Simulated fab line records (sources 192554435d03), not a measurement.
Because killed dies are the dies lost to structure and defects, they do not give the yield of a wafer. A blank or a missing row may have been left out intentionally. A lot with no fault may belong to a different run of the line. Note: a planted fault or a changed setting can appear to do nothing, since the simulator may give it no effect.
fab line records | flow n5Finfet
record lots=7 wafers=39
route steps=1938 shown FIN_SAQP@131 DUMMY_GATE@228 SD_EPI_P@307 HKMG_FIN@444 MOL_CONTACT_COAG@559 PASSIVATION@1936
startH: the number of hours between the record's first day and the start of the first shown wafer of the lot | waitH: how many hours have passed since the lot's step before this one | " same as the row above | L1.1+2: several wafers, shown together as one row | - no value present, or no start provided | * or withheld: withheld | < > ~ a bound
route shown NAME@n: a module of which the file shows steps, and the number in the route of the first | usual: the fault-free wafers' mean and standard deviation | same: alike in all rows | chamber/n: place in a boat | sites: readings site by site | _std_site: how widely they spread, as a standard deviation | _edge_site: mean of outer sites minus mean of inner sites | radiusMm: how far each site lies from the wafer's centre | mask NAME#n: copy n | behind: the tool/chamber that last shaped the wafer | hold: what put the lot on hold/how long, in hours/how the hold closed | device: names the non-switching transistor (n, p or np) | end of line: tests run on the same wafers once the route is complete | a step with no rows: only its recipe | killed: dies lost to structure and defects at the first sort, not the wafer's yield | map: shows each die of a wafer: x if killed, . if not, _ if none is there
set.NAME: setting as actually run; set.NAME@STEP: the setting as run at that earlier step | model.NAME: the simulator's own value behind a step, which no gauge read
lots run with intentionally changed settings; tables by step, rows by wafer
## steps
# step N5_FIN_SAQP_MANDREL_ETCH_58
# recipe chemistry=HBr/Cl2 target=a-Si targetDepthA=450 btTimeS=10 stopOn=SiNx maskMaterial=SiO2 overEtchFrac=0.8 timeS=27 pressureMtorr=10 icpW=800 biasW=75 HBr_flow_sccm=150 Cl2_flow_sccm=80 ends=endPoint
# step N5_DUMMY_GATE_EXPOSE_12
# recipe maskId=GATE na=0.33 sourceShape=annular sigmaInner=0.2 sigmaOuter=0.6 polarization=unpolarized targetCdNm=25 doseMj=34
# step N5_DUMMY_GATE_ETCH_42
# recipe chemistry=CHF3/O2 target=SiO2 targetDepthA=35 timeS=31 ionEnergyEv=30 biasW=12 pressureMtorr=30 sourceW=600 Ar_flow_sccm=200 CHF3_flow_sccm=50 O2_flow_sccm=5
# step N5_SD_EPI_P_ETCH_36
# recipe chemistry=CF4 target=SiARC targetDepthA=455 maskMaterial=CAR-ArF-block timeS=75.8 ionEnergyEv=80 pressureMtorr=40 sourceW=545 biasW=36 Ar_flow_sccm=100 cf4FlowSccm=100 ends=cleared
# step N5_HKMG_FIN_ETCH_86
# recipe chemistry=N2/H2 target=SOC targetDepthA=3932 stopOn=TiN ionEnergyEv=100 biasW=61 pressureMtorr=30 sourceW=850 n2FlowSccm=200 h2FlowSccm=200
# step N5_MOL_CONTACT_COAG_ALD_27
# recipe material=SiOC targetThkA=170 tempC=400 aldPrecursorFamily=carbosiloxane aldCoReactant=H2-plasma pulseTimeS=1.5 timeS=2720 purgeTimeS=2 coReactantPurgeTimeS=2 aldCycles=340 pressureTorr=2
# step N5_MOL_CONTACT_COAG_VIA_ETCH_46
# recipe chemistry=C4F6/O2 targetDepthA=460 overetchA=92 maskMaterial=SOC target=SiO2 biasW=455 pressureMtorr=10 timeS=40 sourceW=325 Ar_flow_sccm=300 C4F6_flow_sccm=10 O2_flow_sccm=10 ionEnergyEv=575.3 ends=endPoint
# step N5_PASSIVATION_PROBE_49
# usual defectLimitedYield=91.8/1.5 killedOnRim=12/4.2 sortNPass=1083/18 sortYieldPct=91.8/1.5
# columns lot.wafer tool chamber startH waitH set.biasW@FIN_SAQP_MANDREL_ETCH_58 set.doseMj@DUMMY_GATE_EXPOSE_12 set.biasW@DUMMY_GATE_ETCH_42 set.biasW@SD_EPI_P_ETCH_36 set.targetDepthA@HKMG_FIN_ETCH_86 set.aldCycles@MOL_CONTACT_COAG_ALD_27 set.targetDepthA@MOL_CONTACT_COAG_VIA_ETCH_46 defectLimitedYield[%] killedOnRim sortNPass sortYieldPct[%]
L075.1 prober-02 - 277.14 0.0 75 34 10.44 36 3762 397 460 92.9 11 1096 92.9
L075.2 prober-02 - 277.19 0.1 75 35.71 10.44 36 3762 397 460 92.5 10 1092 92.5
L075.3 prober-02 - 277.24 0.1 75 34 12 36 3932 397 460 94.6 8 1116 94.6
L075.4 prober-02 - 277.29 0.2 75 34 12 36 3762 340 460 93.6 14 1104 93.6
L075.5 prober-02 - 277.34 0.2 75 35.71 10.44 36 3932 340 460 93.6 6 1105 93.6
L075.6 prober-02 - 277.39 0.3 75 35.71 12 36 3932 340 460 92.0 6 1086 92.0
L082.3 prober-01 - 327.54 0.1 75 34 12 36 3932 340 460 92.5 10 1090 92.4
L082.4 prober-01 - 327.59 0.2 75 34 12 36 3932 340 460 90.0 22 1062 90.0
L082.6 prober-01 - 327.69 0.3 75 34 12 36 3932 340 460 91.4 16 1079 91.4
L089.1 prober-02 - 352.65 0.0 75 34 12 36 4207 340 460 2.1 135 25 2.1
L089.2 prober-02 - 352.70 0.1 75 35.2 12 36 3932 340 496.5 85.3 22 1007 85.3
L089.3 prober-02 - 352.75 0.1 75 34 12 39.48 3932 286 496.5 90.1 13 1063 90.1
L089.4 prober-02 - 352.80 0.2 75 35.2 12 39.48 4207 286 460 0.2 152 2 0.2
L089.5 prober-02 - 352.85 0.2 75 34 12 39.48 4207 340 496.5 4.6 152 54 4.6
L089.6 prober-02 - 352.90 0.3 75 35.2 12 36 3932 286 460 35.0 14 413 35.0
L091.1 prober-02 - 370.08 0.0 70.58 34 12 36 3584 360 460 90.8 9 1072 90.8
L091.2 prober-02 - 370.13 0.1 75 35 10.44 36 3932 340 460 91.3 14 1077 91.3
L091.3 prober-02 - 370.18 0.1 75 34 10.44 36 3932 360 439.3 89.7 12 1059 89.7
L091.4 prober-02 - 370.23 0.2 70.58 34 10.44 36 3584 340 439.3 92.3 14 1089 92.3
L091.5 prober-02 - 370.28 0.2 70.58 35 12 36 3932 360 439.3 90.6 15 1069 90.6
L091.6 prober-02 - 370.33 0.3 75 35 12 36 3584 340 460 92.0 13 1086 92.0
L090.1 prober-01 - 370.17 0.0 75 34 12 41.81 4417 340 460 0.1 152 1 0.1
L090.2 prober-01 - 370.22 0.1 75 34 12 36 4417 397 460 0 152 0 0
L090.3 prober-01 - 370.27 0.1 75 34 12 36 3932 397 460 92.7 10 1094 92.7
L090.4 prober-01 - 370.32 0.2 75 34 12 41.81 3932 397 460 90.1 17 1063 90.1
L090.5 prober-01 - 370.37 0.2 75 34 12 41.81 3932 340 460 90.1 15 1063 90.1
L090.6 prober-01 - 370.42 0.3 75 34 12 36 4417 340 460 0 152 0 0
L095.1 prober-01 - 393.27 0.0 75 35.57 12 36 3932 389 460 90.1 13 1061 89.9
L095.2 prober-01 - 393.32 0.1 75 35.57 12 36 3932 340 502.6 90.7 12 1070 90.7
L095.3 prober-01 - 393.37 0.1 75 35.57 13.99 36 4283 389 502.6 4.8 131 57 4.8
L095.4 prober-01 - 393.42 0.2 75 34 12 36 4283 340 502.6 0.2 152 2 0.2
L095.5 prober-01 - 393.47 0.2 75 34 13.99 36 3932 340 460 89.7 14 1059 89.7
L095.6 prober-01 - 393.52 0.3 75 34 13.99 36 4283 389 460 0.5 152 6 0.5
L097.1 prober-01 - 409.45 0.0 75 33.11 12 32.43 3932 340 427.3 91.7 15 1082 91.7
L097.2 prober-01 - 409.50 0.1 75 34 10.44 32.43 3932 307 427.3 92.1 14 1087 92.1
L097.3 prober-01 - 409.55 0.1 75 34 12 36 3932 307 460 89.6 16 1057 89.6
L097.4 prober-01 - 409.60 0.2 70.65 33.11 10.44 36 3932 307 427.3 92.4 11 1090 92.4
L097.5 prober-01 - 409.65 0.2 70.65 34 10.44 36 3932 340 460 91.8 17 1083 91.8
L097.6 prober-01 - 409.70 0.3 70.65 33.11 12 32.43 3932 340 460 89.8 8 1060 89.8
# killed by level:class
L075.1 BEOL_M1:geometricParticle:open=10 BEOL_M0_SAQP:geometricParticle:short=7 GATE_CUT:geometricParticle:short=6 BEOL_M0_SAQP:geometricParticle:open=6 FIN_SAQP:geometricParticle:short=5 BEOL_M2:geometricParticle:open=5 DUMMY_GATE:geometricParticle:open=4 MOL_CONTACT_COAG:geometricParticle:open=4
L075.2 BEOL_M2:geometricParticle:open=9 GATE_CUT:geometricParticle:short=8 GATE_CUT:geometricParticle:open=6 MOL_CONTACT_COAG:geometricParticle:open=6 DUMMY_GATE:geometricParticle:open=5 BEOL_M0_SAQP:geometricParticle:open=5 BEOL_M0_SAQP:geometricParticle:short=4 BEOL_M1:geometricParticle:open=4
L075.3 BEOL_M4:geometricParticle:open=9 BEOL_M1:geometricParticle:open=7 GATE_CUT:geometricParticle:short=6 MOL_CONTACT_COAG:geometricParticle:open=6 BEOL_M2:geometricParticle:open=6 STARTING-WAFER:geometricParticle:short=4 STI_FIN_REVEAL:geometricParticle:open=3 GATE_CUT:geometricParticle:open=3
L075.4 BEOL_M0_SAQP:geometricParticle:short=11 BEOL_M2:geometricParticle:open=9 BEOL_M1:geometricParticle:open=8 ILD0:geometricParticle:open=5 GATE_CUT:geometricParticle:short=5 ILD0:geometricParticle:short=3 GATE_CUT:geometricParticle:open=3 MOL_CONTACT_COAG:geometricParticle:open=3
L075.5 BEOL_M4:geometricParticle:open=10 GATE_CUT:geometricParticle:short=8 BEOL_M3:geometricParticle:open=8 MOL_CONTACT_COAG:geometricParticle:open=7 BEOL_M0_SAQP:geometricParticle:open=4 BEOL_M1:geometricParticle:open=4 BEOL_M4:geometricParticle:short=4 STI_FIN_REVEAL:geometricParticle:open=3
L075.6 BEOL_M1:geometricParticle:open=17 BEOL_M0_SAQP:geometricParticle:short=11 GATE_CUT:geometricParticle:short=6 MOL_CONTACT_COAG:geometricParticle:open=6 BEOL_M2:geometricParticle:open=6 BEOL_M4:geometricParticle:open=5 FIN_SAQP:geometricParticle:open=4 STI_FIN_REVEAL:geometricParticle:open=4
L082.3 STI_FIN_REVEAL:geometricParticle:open=10 MOL_CONTACT_COAG:geometricParticle:open=10 FIN_SAQP:geometricParticle:open=8 BEOL_M4:geometricParticle:open=7 MOL_CONTACT_COAG:geometricParticle:short=6 GATE_CUT:geometricParticle:short=5 BEOL_M2:geometricParticle:open=5 BEOL_M0_SAQP:geometricParticle:short=4
L082.4 STI_FIN_REVEAL:geometricParticle:open=17 HKMG_FIN:areaEtch=15 MOL_CONTACT_COAG:geometricParticle:open=13 FIN_SAQP:geometricParticle:open=10 PASS1_CAP:geometricParticle:short=8 BEOL_M0_SAQP:geometricParticle:short=7 PASS1_CAP:geometricParticle:open=6 ILD0:geometricParticle:short=4
L082.6 MOL_CONTACT_COAG:geometricParticle:open=11 BEOL_M2:geometricParticle:open=10 BEOL_M3:geometricParticle:open=9 FIN_SAQP:geometricParticle:short=6 STI_FIN_REVEAL:geometricParticle:open=6 FIN_SAQP:geometricParticle:open=5 GATE_CUT:geometricParticle:short=5 BEOL_M0_SAQP:geometricParticle:short=5
L089.1 FIN_SAQP:areaAld=645 HKMG_FIN:areaEtch=384 BEOL_M0_SAQP:geometricParticle:open=16 FIN_SAQP:geometricParticle:open=15 BEOL_M0_SAQP:geometricParticle:short=14 MOL_CONTACT_COAG:geometricParticle:open=10 FIN_SAQP:geometricParticle:short=6 STI_FIN_REVEAL:geometricParticle:open=5
L089.2 FIN_SAQP:geometricParticle:open=29 FIN_SAQP:geometricParticle:short=18 STI_FIN_REVEAL:geometricParticle:open=14 MOL_CONTACT_COAG:geometricParticle:open=13 BEOL_M0_SAQP:geometricParticle:short=13 GATE_CUT:geometricParticle:open=12 BEOL_M0_SAQP:geometricParticle:open=9 GATE_CUT:geometricParticle:short=7
L089.3 STI_FIN_REVEAL:geometricParticle:open=13 FIN_SAQP:geometricParticle:short=13 FIN_SAQP:geometricParticle:open=12 BEOL_M0_SAQP:geometricParticle:open=9 BEOL_M3:geometricParticle:open=9 BEOL_M4:geometricParticle:open=8 MOL_CONTACT_COAG:geometricParticle:open=7 BEOL_M0_SAQP:geometricParticle:short=7
L089.4 FIN_SAQP:areaAld=629 HKMG_FIN:areaEtch=390 FIN_SAQP:geometricParticle:open=39 FIN_SAQP:geometricParticle:short=13 GATE_CUT:geometricParticle:open=11 BEOL_M2:geometricParticle:open=11 BEOL_M0_SAQP:geometricParticle:open=9 DUMMY_GATE:geometricParticle:open=8
L089.5 HKMG_FIN:areaEtch=1014 FIN_SAQP:geometricParticle:short=13 BEOL_M0_SAQP:geometricParticle:short=10 BEOL_M1:geometricParticle:open=9 FIN_SAQP:geometricParticle:open=8 BEOL_M3:geometricParticle:open=7 GATE_CUT:geometricParticle:short=5 GATE_CUT:geometricParticle:open=5
L089.6 FIN_SAQP:areaAld=631 STI_FIN_REVEAL:geometricParticle:open=25 FIN_SAQP:geometricParticle:open=16 BEOL_M4:geometricParticle:open=10 FIN_SAQP:geometricParticle:short=9 GATE_CUT:geometricParticle:short=8 BEOL_M0_SAQP:geometricParticle:open=6 BEOL_M3:geometricParticle:open=6
L091.1 BEOL_M0_SAQP:geometricParticle:open=12 BEOL_M2:geometricParticle:open=12 MOL_CONTACT_COAG:geometricParticle:open=11 FIN_SAQP:geometricParticle:open=10 STI_FIN_REVEAL:geometricParticle:open=5 STARTING-WAFER:geometricParticle:short=5 BEOL_M0_SAQP:geometricParticle:short=5 BEOL_M1:geometricParticle:open=5
L091.2 MOL_CONTACT_COAG:geometricParticle:open=14 BEOL_M0_SAQP:geometricParticle:open=14 BEOL_M0_SAQP:geometricParticle:short=10 BEOL_M1:geometricParticle:open=8 BEOL_M2:geometricParticle:open=6 STI_FIN_REVEAL:geometricParticle:open=5 MOL_CONTACT_COAG:geometricParticle:short=5 FIN_SAQP:geometricParticle:open=4
L090.1 HKMG_FIN:areaEtch=1096 MOL_CONTACT_COAG:geometricParticle:open=12 FIN_SAQP:geometricParticle:short=7 STI_FIN_REVEAL:geometricParticle:open=6 BEOL_M4:geometricParticle:open=6 BEOL_M0_SAQP:geometricParticle:open=5 BEOL_M3:geometricParticle:open=5 BEOL_M0_SAQP:geometricParticle:short=4
L091.3 BEOL_M3:geometricParticle:open=12 BEOL_M2:geometricParticle:open=10 MOL_CONTACT_COAG:geometricParticle:open=10 FIN_SAQP:geometricParticle:open=7 STI_FIN_REVEAL:geometricParticle:open=7 GATE_CUT:geometricParticle:short=7 BEOL_M1:geometricParticle:open=7 BEOL_M0_SAQP:geometricParticle:open=6
L090.2 HKMG_FIN:areaEtch=1057 MOL_CONTACT_COAG:geometricParticle:open=18 BEOL_M1:geometricParticle:open=11 FIN_SAQP:geometricParticle:short=10 BEOL_M3:geometricParticle:open=9 BEOL_M0_SAQP:geometricParticle:short=7 BEOL_M0_SAQP:geometricParticle:open=6 STI_FIN_REVEAL:geometricParticle:open=5
L091.4 MOL_CONTACT_COAG:geometricParticle:open=10 FIN_SAQP:geometricParticle:open=6 BEOL_M0_SAQP:geometricParticle:open=6 BEOL_M0_SAQP:geometricParticle:short=6 GATE_CUT:geometricParticle:short=5 MOL_CONTACT_COAG:geometricParticle:short=5 BEOL_M3:geometricParticle:open=5 BEOL_M0:geometricParticle:open=5
L090.3 FIN_SAQP:geometricParticle:short=10 FIN_SAQP:geometricParticle:open=7 BEOL_M1:geometricParticle:open=7 MOL_CONTACT_COAG:geometricParticle:open=6 BEOL_M4:geometricParticle:open=6 BEOL_M2:geometricParticle:open=5 BEOL_M0_SAQP:geometricParticle:open=4 BEOL_M0:geometricParticle:open=4
L091.5 MOL_CONTACT_COAG:geometricParticle:open=15 BEOL_M0_SAQP:geometricParticle:short=9 BEOL_M0_SAQP:geometricParticle:open=7 FIN_SAQP:geometricParticle:short=6 STI_FIN_REVEAL:geometricParticle:open=6 BEOL_M2:geometricParticle:open=6 BEOL_M1:geometricParticle:open=5 MOL_CONTACT_COAG:geometricParticle:short=5
L090.4 MOL_CONTACT_COAG:geometricParticle:open=20 BEOL_M4:geometricParticle:open=10 FIN_SAQP:geometricParticle:short=7 BEOL_M0_SAQP:geometricParticle:open=7 FIN_SAQP:geometricParticle:open=6 STI_FIN_REVEAL:geometricParticle:open=6 BEOL_M0_SAQP:geometricParticle:short=6 BEOL_M1:geometricParticle:open=6
L091.6 BEOL_M0_SAQP:geometricParticle:short=13 BEOL_M1:geometricParticle:open=10 BEOL_M2:geometricParticle:open=10 MOL_CONTACT_COAG:geometricParticle:open=8 STI_FIN_REVEAL:geometricParticle:open=7 BEOL_M0_SAQP:geometricParticle:open=5 BEOL_M3:geometricParticle:open=5 STARTING-WAFER:geometricParticle:open=5
L090.5 BEOL_M1:geometricParticle:open=15 MOL_CONTACT_COAG:geometricParticle:open=12 BEOL_M0_SAQP:geometricParticle:open=11 FIN_SAQP:geometricParticle:short=9 STI_FIN_REVEAL:geometricParticle:open=9 FIN_SAQP:geometricParticle:open=6 BEOL_M0_SAQP:geometricParticle:short=6 BEOL_M3:geometricParticle:open=5
L090.6 HKMG_FIN:areaEtch=1083 STI_FIN_REVEAL:geometricParticle:open=11 MOL_CONTACT_COAG:geometricParticle:open=11 FIN_SAQP:geometricParticle:short=10 BEOL_M4:geometricParticle:open=8 BEOL_M1:geometricParticle:open=8 DUMMY_GATE:geometricParticle:open=6 FIN_SAQP:geometricParticle:open=5
L095.1 MOL_CONTACT_COAG:geometricParticle:open=21 BEOL_M0_SAQP:geometricParticle:short=9 GATE_CUT:geometricParticle:short=9 BEOL_M0_SAQP:geometricParticle:open=8 FIN_SAQP:geometricParticle:open=7 BEOL_M2:geometricParticle:open=7 FIN_SAQP:geometricParticle:short=6 BEOL_M1:geometricParticle:open=6
L095.2 MOL_CONTACT_COAG:geometricParticle:open=12 BEOL_M3:geometricParticle:open=9 BEOL_M4:geometricParticle:open=8 DUMMY_GATE:geometricParticle:open=7 BEOL_M5:geometricParticle:open=7 BEOL_M0_SAQP:geometricParticle:open=6 FIN_SAQP:geometricParticle:short=5 BEOL_M2:geometricParticle:open=5
L095.3 HKMG_FIN:areaEtch=1004 MOL_CONTACT_COAG:geometricParticle:open=20 BEOL_M2:geometricParticle:open=9 GATE_CUT:geometricParticle:short=8 BEOL_M0_SAQP:geometricParticle:open=8 BEOL_M3:geometricParticle:open=7 BEOL_M5:geometricParticle:open=7 FIN_SAQP:geometricParticle:short=6
L095.4 HKMG_FIN:areaEtch=1057 FIN_SAQP:geometricParticle:short=16 BEOL_M2:geometricParticle:open=10 MOL_CONTACT_COAG:geometricParticle:open=9 GATE_CUT:geometricParticle:open=8 GATE_CUT:geometricParticle:short=8 FIN_SAQP:geometricParticle:open=7 STI_FIN_REVEAL:geometricParticle:open=7
L095.5 FIN_SAQP:geometricParticle:open=19 FIN_SAQP:geometricParticle:short=16 MOL_CONTACT_COAG:geometricParticle:open=8 BEOL_M0_SAQP:geometricParticle:open=7 BEOL_M0:geometricParticle:open=7 BEOL_M0_SAQP:geometricParticle:short=6 BEOL_M4:geometricParticle:open=6 STI_FIN_REVEAL:geometricParticle:open=5
L095.6 HKMG_FIN:areaEtch=1083 MOL_CONTACT_COAG:geometricParticle:open=13 FIN_SAQP:geometricParticle:open=12 FIN_SAQP:geometricParticle:short=9 BEOL_M0_SAQP:geometricParticle:short=8 BEOL_M0_SAQP:geometricParticle:open=6 MOL_CONTACT_COAG:geometricParticle:short=5 STI_FIN_REVEAL:geometricParticle:open=4
L097.1 BEOL_M2:geometricParticle:open=11 STI_FIN_REVEAL:geometricParticle:open=10 MOL_CONTACT_COAG:geometricParticle:open=10 BEOL_M0_SAQP:geometricParticle:short=8 BEOL_M3:geometricParticle:open=7 STARTING-WAFER:geometricParticle:short=6 FIN_SAQP:geometricParticle:open=4 BEOL_M1:geometricParticle:open=4
L097.2 FIN_SAQP:geometricParticle:short=9 MOL_CONTACT_COAG:geometricParticle:open=7 BEOL_M0_SAQP:geometricParticle:short=7 BEOL_M2:geometricParticle:open=7 BEOL_M0_SAQP:geometricParticle:open=6 FIN_SAQP:geometricParticle:open=5 BEOL_M4:geometricParticle:open=5 BEOL_M5:geometricParticle:open=5
L097.3 FIN_SAQP:geometricParticle:open=23 BEOL_M1:geometricParticle:open=16 FIN_SAQP:geometricParticle:short=10 BEOL_M0_SAQP:geometricParticle:open=8 BEOL_M2:geometricParticle:open=8 BEOL_M0_SAQP:geometricParticle:short=6 DUMMY_GATE:geometricParticle:open=4 BEOL_M3:geometricParticle:open=4
L097.4 MOL_CONTACT_COAG:geometricParticle:open=10 BEOL_M2:geometricParticle:open=10 FIN_SAQP:geometricParticle:open=6 BEOL_M5:geometricParticle:open=6 BEOL_M0_SAQP:geometricParticle:short=6 BEOL_M3:geometricParticle:open=5 STI_FIN_REVEAL:geometricParticle:open=4 BEOL_M0_SAQP:geometricParticle:open=4
L097.5 BEOL_M3:geometricParticle:open=13 BEOL_M0_SAQP:geometricParticle:short=9 FIN_SAQP:geometricParticle:open=8 FIN_SAQP:geometricParticle:short=8 MOL_CONTACT_COAG:geometricParticle:open=7 BEOL_M0_SAQP:geometricParticle:open=7 DUMMY_GATE:geometricParticle:open=5 BEOL_M2:geometricParticle:open=5
L097.6 BEOL_M2:geometricParticle:open=15 BEOL_M1:geometricParticle:open=10 BEOL_M0_SAQP:geometricParticle:open=10 BEOL_M3:geometricParticle:short=10 BEOL_M0_SAQP:geometricParticle:short=7 FIN_SAQP:geometricParticle:open=6 MOL_CONTACT_COAG:geometricParticle:open=6 BEOL_M4:geometricParticle:open=6
## key
split step=N5_FIN_SAQP_MANDREL_ETCH_58 setting=biasW statedAs=75
response none clear
split step=N5_DUMMY_GATE_EXPOSE_12 setting=doseMj statedAs=34
response none clear
split step=N5_DUMMY_GATE_ETCH_42 setting=biasW statedAs=12
response none clear
split step=N5_SD_EPI_P_ETCH_36 setting=biasW statedAs=36
response none clear
split step=N5_HKMG_FIN_ETCH_86 setting=targetDepthA statedAs=3932
response step=N5_PASSIVATION_PROBE_49 reading=killedOnRim slope=+10.1 per=1% togetherWith=all explained=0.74
response step=N5_PASSIVATION_PROBE_49 reading=sortYieldPct slope=-6.32 per=1% togetherWith=all explained=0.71
response step=N5_PASSIVATION_PROBE_49 reading=sortNPass slope=-74.6 per=1% togetherWith=all explained=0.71
response step=N5_PASSIVATION_PROBE_49 reading=defectLimitedYield slope=-6.32 per=1% togetherWith=all explained=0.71
split step=N5_MOL_CONTACT_COAG_ALD_27 setting=aldCycles statedAs=340
response none clear
split step=N5_MOL_CONTACT_COAG_VIA_ETCH_46 setting=targetDepthA statedAs=460
response none clear
